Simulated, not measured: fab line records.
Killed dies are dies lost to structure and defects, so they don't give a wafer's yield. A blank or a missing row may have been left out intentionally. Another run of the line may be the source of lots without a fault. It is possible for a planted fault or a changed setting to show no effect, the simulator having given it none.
Split-lot trial    flow n5 finfet    on a route of 1938 steps: 7 lots, 21 wafers read

== SPLIT DETAILS ==
At N5_BEOL_M11_VIA_ETCH_34 (etches SiCOH lowk in C4F6/O2, target depth 184.5 nm, time 69.2 s), the setting source w was moved away from the recipe's 345 W on 8 of the 21 wafers read, by +6.2% to +16.8%. For the rest of the wafers, this setting stayed at what the recipe calls for.

The split's own step is where the reading is taken.

== THE READING ==
rf vpp V, in V, at N5_BEOL_M11_VIA_ETCH_34 (etches SiCOH lowk in C4F6/O2, target depth 184.5 nm, time 69.2 s). Fault-free wafers of this fab line usually give 666 V, standard deviation 8.8 V.

wafer   tool, chamber at the split  source w as run, W  against the recipe  rf vpp V, V  against lot-mates on the recipe
L075.1  rie diel-04, 2              382                 +10.7%              636          -28
L075.2  rie diel-04, 3              345                 recipe              664          -
L075.3  rie diel-04, 0              382                 +10.7%              648          -16
L076.2  rie diel-03, 0              345                 recipe              674          -
L076.3  rie diel-03, 2              403.1               +16.8%              613          -58
L076.6  rie diel-03, 3              345                 recipe              669          -
L077.1  rie diel-04, 1              345                 recipe              664          -
L077.5  rie diel-04, 1              387.7               +12.4%              625          -48
L077.6  rie diel-04, 0              345                 recipe              682          -
L081.4  rie diel-04, 2              403.1               +16.8%              619          -53
L081.5  rie diel-04, 3              345                 recipe              661          -
L081.6  rie diel-04, 0              345                 recipe              683          -
L080.1  rie diel-03, 1              345                 recipe              657          -
L080.3  rie diel-03, 3              345                 recipe              669          -
L080.6  rie diel-03, 2              345                 recipe              663          -
L084.1  rie diel-03, 3              345                 recipe              670          -
L084.5  rie diel-03, 2              366.5               +6.2%               643          -27
L084.6  rie diel-03, 3              345                 recipe              670          -
L092.2  rie diel-04, 2              391                 +13.3%              631          -32
L092.3  rie diel-04, 3              345                 recipe              663          -
L092.4  rie diel-04, 1              391                 +13.3%              622          -41

FIT RESULTS
A straight line over all 21 wafers: rf vpp V changes by -3.08 V for each +1% of source w; r = -0.94; the points scatter about the line by 7.3 V.
The same after taking each lot's own level away (the mean of its wafers on the recipe; 21 wafers): -3.05 V for each +1%; r = -0.94; scatter 7.6 V.
Per that fit: largest source w move, reading shift of 51 V.
From 663.0 to 673.0 V: that is the span of the lots' own levels, equal to 1.1 times the standard deviation above.
The two slopes are in agreement: the lot-to-lot level therefore moves the slope only a little.
Check: with one of the wafers moved furthest among these (+16.8%) left out of the fit, the line predicts -49.2 V for it against its lot-mates. It came out at -58.5 V against them.
Tool readings at the split's step, against how far the setting was moved: rf vpp V r = -0.94.

== ADDITIONAL SPLITS CARRIED BY THESE WAFERS ==
Before the reading, these wafers also passed through other splits. Each is held against what the fit with the lots' levels taken away leaves over:
other split on the same wafers     wafers away from the commonest value  r with rf vpp V (lot level and that fit taken away)
N5_BEOL_M10_PEB_26 peb time s      9                                     -0.50
N5_BEOL_M10_VIA_ETCH_34 time s     9                                     -0.06
N5_BEOL_M10_TRENCH_ETCH_37 time s  6                                     -0.33

== FILE'S OWN FIT ==
rf vpp V changes by -3.18 V for each +1% of source w, r = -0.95.
